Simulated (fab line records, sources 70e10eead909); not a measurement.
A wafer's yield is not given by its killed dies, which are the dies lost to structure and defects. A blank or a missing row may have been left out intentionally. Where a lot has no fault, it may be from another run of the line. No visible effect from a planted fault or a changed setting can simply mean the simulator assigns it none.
A lot that was struck, set against a sound lot	flow nand harc	12 out of 1302 route steps
Sound: wafers L972.1, L972.4, L972.6. Wafers L977.2, L977.3, L977.6 were the ones struck. The cause is named last.
Per side, at each step with rows, come the tool, then ch with its chambers, and then its first start. Under that, the readings that differ: sound wafers	struck wafers	difference of the means	sigmas: that difference in standard deviations of wafers without a fault.
alike: readings whose means differ by less than 2 such deviations, and words and numbers that are the same on both sides. not compared: withheld readings, readings that some wafer has no value for, bounds like >300 that may hide the same value, and numbers for which the record gives no deviation and whose values overlap.
The two part at a step that has a row with sigmas, a row that says differs or no value, or rows on one side only. When numbers do not overlap yet have no deviation, they are printed without sigmas and do not part them. A reading missing from all wafers of one side parts the sides only when that side holds two or more wafers.

NHARC_A_WL_FILL_INSPECT_15:
  struck on defect inspect-02, day 25 13:43; sound on defect inspect-02, day 22 19:04
  alike: raw defect count
NHARC_A_CONTACT_DEP_24: deposits SiO2, target thk 500 nm.
  sound on pecvd-04 ch 0,1, day 22 19:12; struck on pecvd-04 ch 0,1,2, day 25 13:46
  alike: chamber pressure Torr, flow sccm, heater power w, throttle valve pct
NHARC_A_CONTACT_DEP_28: deposits aC, target thk 7000 nm.
  sound on acl dep-02 ch 0, day 22 20:32; struck on acl dep-02 ch 0, day 25 15:05
  alike: throttle valve pct
NHARC_A_CONTACT_DEP_29: deposits SiON, target thk 100 nm.
  sound on pecvd-02 ch 0,2, day 23 00:50; struck on pecvd-04 ch 0,1, day 25 18:40
  alike: chamber pressure Torr, heater power w
then, 5 steps without rows for these wafers: NHARC_A_CONTACT_DEHYDRATE_32 (time 120 s); NHARC_A_CONTACT_HMDS_33 (time 30 s); NHARC_A_CONTACT_COAT_34 (time 75 s); NHARC_A_CONTACT_COAT_35 (time 65 s); NHARC_A_CONTACT_COAT_36 (resist thk 90 nm).
NHARC_A_CONTACT_SOFTBAKE_37: time 55 s.
  sound on litho track-01 ch 0, day 23 01:00; struck on litho track-01 ch 0, day 25 18:00
reading	sound	struck	difference	sigmas
heater power total W (W)	188.40 188.45 188.35	182.77 182.85 183.14	-5.48	-39
following that, these wafers have no rows for 1 step: NHARC_A_CONTACT_EBR_38.
-- break in the record here, with 3 days between the starts of the struck wafers on either side (left off in module A_CONTACT, picked up again in module END, where the first step shown is number 1302 on the route) --
NHARC_END_SORT_01:
  sound on prober-01 ch 0, day 26 02:36; struck on prober-02 ch 0, day 28 21:24
reading	sound	struck	difference	sigmas
killed at periphery	0 2 0	13 10 10	+10	+4
  alike: killed at array, killed at other, killed dies, killed open, killed short

WHERE THEY PART
Last at NHARC_END_SORT_01 as far as this record goes, first at NHARC_A_CONTACT_SOFTBAKE_37.

WHY: what the simulator had put in
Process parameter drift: litho track-01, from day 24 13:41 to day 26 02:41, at NHARC_A_CONTACT_SOFTBAKE_37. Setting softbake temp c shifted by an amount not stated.
